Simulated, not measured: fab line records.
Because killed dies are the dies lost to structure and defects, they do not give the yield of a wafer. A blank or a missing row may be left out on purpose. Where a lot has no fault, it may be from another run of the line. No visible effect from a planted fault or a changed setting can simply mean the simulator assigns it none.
Matching of chambers    flow n5Finfet    N5_GATE_CUT_STRIP_42 on rieDiel-02 has 4 sister chambers
The step strips in O2. 14 wafers are shown with their chamber, then 7 later ones without.

## WAFERS PAIRED WITH THEIR CHAMBERS
wafer   chamber  drypumpMotorCurrentA (A)  throttleValvePct (%)  oesProductAu (a.u.)
L505.2  3        5.1                       17.24                 0.69
L505.3  0        5.8                       16.28                 0.91
L505.5  0        5.8                       16.29                 0.91
L515.2  0        5.8                       16.33                 0.86
L515.3  1        5.6                       16.90                 0.74
L515.6  1        5.6                       16.89                 0.73
L517.1  2        5.7                       16.86                 0.72
L517.2  3        5.0                       16.79                 0.96
L517.6  0        5.8                       16.35                 0.88
L518.2  2        5.6                       16.86                 0.72
L518.5  3        5.0                       16.81                 0.96
L518.6  0        5.8                       16.34                 0.86
L519.2  1        5.6                       16.92                 0.73
L519.4  0        5.8                       16.35                 0.86

SIGNATURES, as means of the wafers listed above
reading               chamber 0  chamber 1  chamber 2  chamber 3  scatter within a chamber
drypumpMotorCurrentA  5.800      5.600      5.650      5.033      0.0342
throttleValvePct      16.3233    16.9033    16.8600    16.9467    0.116
oesProductAu          0.8800     0.7333     0.7200     0.8700     0.0719
Rule: for each reading, subtract the chamber's mean from the wafer's reading, divide by that reading's scatter and square the result; add these up over the readings and take the root, which gives the wafer's distance from the chamber. If the next closest chamber is less than 2 further off than the closest, the wafer can't be placed; otherwise it belongs to the closest. How the scatter is found: for the shown wafers, subtract from each reading the mean of its chamber, square and add these, divide the total by (wafers less chambers), then take the root.

## WAFERS WITHOUT THEIR CHAMBER
wafer   drypumpMotorCurrentA (A)  throttleValvePct (%)  oesProductAu (a.u.)
L519.5  5.0                       16.79                 0.96
L526.3  5.6                       16.90                 0.71
L526.5  5.6                       16.89                 0.71
L526.6  5.0                       16.82                 0.93
L527.1  5.6                       16.89                 0.71
L527.5  5.0                       16.81                 0.92
L527.6  5.6                       16.89                 0.70

## THE CHAMBER EACH PASSED THROUGH
wafer   from the rows above      in truth
L519.5  3                        3
L526.3  can't be placed: 1 or 2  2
L526.5  can't be placed: 1 or 2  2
L526.6  3                        3
L527.1  can't be placed: 1 or 2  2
L527.5  3                        3
L527.6  can't be placed: 1 or 2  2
3 of 7 placed correctly. Can't be placed from these rows: 4 (the true chamber is among the candidates in 4). Wrongly placed: 0.
